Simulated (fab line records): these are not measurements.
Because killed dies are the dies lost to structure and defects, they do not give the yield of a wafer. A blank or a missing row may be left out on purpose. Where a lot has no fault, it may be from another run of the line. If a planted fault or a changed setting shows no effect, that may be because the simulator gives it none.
Which tool did it? | flow n5 finfet | 24 lots with 72 wafers sampled at 3 steps, on a route of 1938 steps

WHAT THE GAUGES READ, wafer by wafer
N5_BEOL_M13_INSPECT_12: inspects for defects (macro). Usual: raw defect count at 2.1, with a standard deviation of 1.4.
lot  | measured     | on                | raw defect count | flag
L075 | day 13 16:08 | defect inspect-01 | 0 1 2            |
L074 | day 13 19:15 | defect inspect-02 | 3 0 1            |
L076 | day 13 23:33 | defect inspect-01 | 1 1 2            |
L078 | day 14 02:10 | defect inspect-02 | 4 0 5            |
L077 | day 14 16:04 | defect inspect-02 | 4 6 2            |
L079 | day 14 21:23 | defect inspect-01 | 1 1 4            |
L081 | day 15 16:04 | defect inspect-01 | 1 2 0            |
L084 | day 16 01:29 | defect inspect-02 | 0 1 4            |
L082 | day 16 06:16 | defect inspect-01 | 1 4 1            |
L080 | day 16 13:17 | defect inspect-02 | 4 5 2            |
L083 | day 16 13:28 | defect inspect-01 | 2 4 3            |
L087 | day 16 17:34 | defect inspect-02 | 1 2 1            |
L085 | day 17 08:57 | defect inspect-01 | 2 2 2            |
L088 | day 17 14:08 | defect inspect-02 | 1 2 1            |
L089 | day 18 04:17 | defect inspect-02 | 0 0 1            |
L090 | day 18 04:26 | defect inspect-01 | 2 0 1            |
L091 | day 18 07:08 | defect inspect-01 | 1 0 1            |
L093 | day 18 08:28 | defect inspect-01 | 3 5 3            |
L095 | day 18 13:08 | defect inspect-02 | 2 2 4            |
L086 | day 18 13:53 | defect inspect-01 | 3 2 3            |
L094 | day 19 01:12 | defect inspect-02 | 1 1 2            |
L092 | day 19 02:20 | defect inspect-02 | 2 4 0            |
L097 | day 19 07:56 | defect inspect-01 | 0 2 5            |
L096 | day 19 09:20 | defect inspect-01 | 2 0 0            |

N5_BEOL_M13_CD_MEAS_28: target cd 209.5 nm. Usual: cd nm at 209.0 nm, with a standard deviation of 1.1.
lot  | measured     | on        | cd nm (nm)        | flag
L075 | day 13 17:01 | cd sem-03 | 208.9 209.6 208.2 |
L074 | day 13 20:31 | cd sem-01 | 208.7 208.7 210.2 |
L076 | day 14 00:30 | cd sem-01 | 208.2 207.1 207.4 |
L078 | day 14 03:14 | cd sem-03 | 208.5 207.8 209.7 |
L077 | day 14 16:58 | cd sem-03 | 209.1 208.7 207.0 |
L079 | day 14 22:17 | cd sem-03 | 209.4 209.2 207.8 |
L081 | day 15 16:58 | cd sem-03 | 209.6 210.1 208.5 |
L084 | day 16 02:23 | cd sem-02 | 210.0 209.9 208.2 |
L082 | day 16 07:17 | cd sem-02 | 210.3 211.1 209.6 |
L080 | day 16 14:10 | cd sem-01 | 209.6 209.7 210.4 |
L083 | day 16 14:29 | cd sem-03 | 208.8 208.1 207.6 |
L087 | day 16 18:40 | cd sem-02 | 209.3 210.9 209.5 |
L085 | day 17 09:58 | cd sem-01 | 209.9 209.7 209.5 |
L088 | day 17 15:02 | cd sem-01 | 207.2 209.2 208.0 |
L089 | day 18 05:11 | cd sem-01 | 209.5 209.7 208.4 |
L090 | day 18 05:27 | cd sem-01 | 209.8 209.5 210.5 |
L091 | day 18 08:05 | cd sem-03 | 209.8 208.5 208.4 |
L093 | day 18 09:31 | cd sem-02 | 209.4 209.7 206.9 |
L095 | day 18 14:09 | cd sem-02 | 209.1 210.0 210.0 |
L086 | day 18 14:55 | cd sem-02 | 207.6 207.3 206.6 |
L094 | day 19 02:08 | cd sem-02 | 209.2 208.1 208.3 |
L092 | day 19 03:22 | cd sem-03 | 211.1 209.8 211.3 |
L097 | day 19 08:58 | cd sem-03 | 209.1 208.0 208.1 |
L096 | day 19 10:15 | cd sem-02 | 209.2 208.4 208.9 |

EACH LOT AND THE TOOL THAT RAN IT (in order: tool; ch and the chambers of the sampled wafers; start)
lot  | N5_BEOL_M12_SPUTTER_45
L075 | pvd sputter-01, day 13 14:23
L074 | pvd sputter-03, day 13 17:41
L076 | pvd sputter-02, day 13 21:52
L078 | pvd sputter-01, day 14 00:13
L077 | pvd sputter-01, day 14 14:27
L079 | pvd sputter-01, day 14 19:51
L081 | pvd sputter-01, day 15 14:20
L084 | pvd sputter-03, day 15 22:25
L082 | pvd sputter-03, day 16 04:43
L080 | pvd sputter-02, day 16 11:34
L083 | pvd sputter-01, day 16 11:55
L087 | pvd sputter-01, day 16 15:49
L085 | pvd sputter-01, day 17 07:14
L088 | pvd sputter-02, day 17 12:26
L089 | pvd sputter-02, day 18 02:43
L090 | pvd sputter-03, day 18 02:44
L091 | pvd sputter-03, day 18 05:30
L093 | pvd sputter-03, day 18 06:50
L095 | pvd sputter-02, day 18 11:34
L086 | pvd sputter-02, day 18 12:05
L094 | pvd sputter-01, day 18 23:32
L092 | pvd sputter-02, day 19 00:40
L097 | pvd sputter-02, day 19 06:16
L096 | pvd sputter-03, day 19 07:22
- N5_BEOL_M12_SPUTTER_45: material Cu, target thk 80 nm, time 13.33 s.

AS READ BY THE TOOLS THEMSELVES (means over the sampled wafers that have a number; for cases with no such wafer, the mark the record gives instead)
N5_BEOL_M12_SPUTTER_45. Usual: chuck sensor temp C -16.0 C, standard deviation 0.54; throttle valve pct 29.8 %, standard deviation 0.85.
lot  | tool           | chuck sensor temp C (C) | throttle valve pct (%) | flag
L075 | pvd sputter-01 | -16.4                   | 29.6                   |
L074 | pvd sputter-03 | -16.2                   | 30.7                   |
L076 | pvd sputter-02 | -15.8                   | 30.6                   |
L078 | pvd sputter-01 | -16.2                   | 28.9                   |
L077 | pvd sputter-01 | -16.1                   | 29.0                   |
L079 | pvd sputter-01 | -16.1                   | 29.0                   |
L081 | pvd sputter-01 | -15.8                   | 29.9                   |
L084 | pvd sputter-03 | -16.3                   | 29.7                   |
L082 | pvd sputter-03 | -16.3                   | 29.0                   |
L080 | pvd sputter-02 | -15.4                   | 29.2                   |
L083 | pvd sputter-01 | -15.7                   | 29.4                   |
L087 | pvd sputter-01 | -16.2                   | 29.0                   |
L085 | pvd sputter-01 | -15.9                   | 29.7                   |
L088 | pvd sputter-02 | -15.4                   | 29.5                   |
L089 | pvd sputter-02 | -15.4                   | 29.9                   |
L090 | pvd sputter-03 | -16.3                   | 30.4                   |
L091 | pvd sputter-03 | -16.3                   | 29.9                   |
L093 | pvd sputter-03 | -16.4                   | 29.9                   |
L095 | pvd sputter-02 | -15.5                   | 29.5                   |
L086 | pvd sputter-02 | -15.6                   | 29.8                   |
L094 | pvd sputter-01 | -16.4                   | 29.7                   |
L092 | pvd sputter-02 | -15.6                   | 29.8                   |
L097 | pvd sputter-02 | -15.6                   | 29.7                   |
L096 | pvd sputter-03 | -16.1                   | 30.3                   |

THE ANSWER, worked out from the rows above alone
Rule: a lot is off if the mean of its wafers that have a number lies more than 3 standard deviations from the usual mean. A lot without any number at a reading at which 4 lots or more have one is off too. The other lots that the step has rows for count as sound. The gauges are gone through in route order, then the tools' own readings, and for those a lot's mean is taken as printed above. At the first step where some lot is off, the reading lying furthest off is the one used; lots without a number count as furthest.
No lot is off on any of the readings shown, so nothing can be concluded from this.

WHAT THE SIMULATOR HAD PUT IN
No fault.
